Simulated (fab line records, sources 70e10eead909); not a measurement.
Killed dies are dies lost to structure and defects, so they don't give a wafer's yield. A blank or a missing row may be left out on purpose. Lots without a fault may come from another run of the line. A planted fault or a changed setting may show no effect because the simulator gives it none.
Chamber matching | flow nand_harc | NHARC_P_M2_PRE_CLEAN_32 on pecvd-01: 3 sister chambers
The step time 12 s. 3 wafers are shown with their chamber, then 10 later ones without.

WAFERS WITH THEIR CHAMBER
wafer  | chamber | heater_power_w (W)
L091.1 | 0       | 612
L095.1 | 1       | 665
L095.2 | 2       | 530

WAFERS WITHOUT THEIR CHAMBER
wafer  | heater_power_w (W)
L095.5 | 639
L094.1 | 650
L094.4 | 639
L094.6 | 495
L096.1 | 494
L096.3 | 625
L096.6 | 624
L097.1 | 550
L097.2 | 607
L097.4 | 610

WHICH CHAMBER EACH WENT THROUGH
wafer  | from the rows above     | in truth
L095.5 | can't be placed: 1 or 0 | 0
L094.1 | can't be placed: 1 or 0 | 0
L094.4 | can't be placed: 1 or 0 | 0
L094.6 | 2                       | 2
L096.1 | 2                       | 2
L096.3 | can't be placed: 0 or 1 | 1
L096.6 | can't be placed: 0 or 1 | 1
L097.1 | can't be placed: 2 or 0 | 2
L097.2 | 0                       | 0
L097.4 | 0                       | 0
Placed correctly: 4 of 10. Can't be placed from these rows: 6 (the true chamber is among the candidates in 6). Placed wrongly: 0.
How it was worked out, from the rows above alone: a wafer's distance from a chamber is the root of the sum, over the readings, of the square of ((its reading less the chamber's mean) divided by the reading's scatter). The wafer belongs to the nearest chamber; if the next one is less than 2 further off, it can't be placed. A chamber's mean is the mean of its shown wafers. The scatter: with one shown wafer a chamber, the root of the mean of the squares of how far each hidden wafer lies from its nearest shown one.
